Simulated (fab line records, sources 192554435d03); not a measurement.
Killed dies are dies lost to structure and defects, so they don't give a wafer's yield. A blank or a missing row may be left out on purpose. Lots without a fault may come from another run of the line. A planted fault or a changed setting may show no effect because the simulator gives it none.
Chamber matching | flow n5_finfet | N5_BEOL_M2_ALD_84 on ald_metal-02: 4 sister chambers
The step deposits TaN, pulse time 2 s, purge time 3 s, co reactant purge time 2 s. 4 wafers are shown with their chamber, then 10 later ones without.

WAFERS WITH THEIR CHAMBER
wafer  | chamber | heater_power_w (W)
L083.3 | 2       | 393
L084.2 | 0       | 395
L087.1 | 3       | 353
L087.5 | 1       | 432

WAFERS WITHOUT THEIR CHAMBER
wafer  | heater_power_w (W)
L087.6 | 387
L092.1 | 395
L092.2 | 409
L092.4 | 402
L095.1 | 344
L095.2 | 392
L095.6 | 403
L097.1 | 405
L097.2 | 430
L097.5 | 411

WHICH CHAMBER EACH WENT THROUGH
wafer  | from the rows above          | in truth
L087.6 | can't be placed: 2 or 0      | 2
L092.1 | can't be placed: 0 or 2      | 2
L092.2 | can't be placed: 0 or 2 or 1 | 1
L092.4 | can't be placed: 0 or 2      | 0
L095.1 | 3                            | 3
L095.2 | can't be placed: 2 or 0      | 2
L095.6 | can't be placed: 0 or 2      | 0
L097.1 | can't be placed: 0 or 2 or 1 | 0
L097.2 | 1                            | 1
L097.5 | can't be placed: 0 or 2 or 1 | 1
Placed correctly: 2 of 10. Can't be placed from these rows: 8 (the true chamber is among the candidates in 8). Placed wrongly: 0.
How it was worked out, from the rows above alone: a wafer's distance from a chamber is the root of the sum, over the readings, of the square of ((its reading less the chamber's mean) divided by the reading's scatter). The wafer belongs to the nearest chamber; if the next one is less than 2 further off, it can't be placed. A chamber's mean is the mean of its shown wafers. The scatter: with one shown wafer a chamber, the root of the mean of the squares of how far each hidden wafer lies from its nearest shown one.
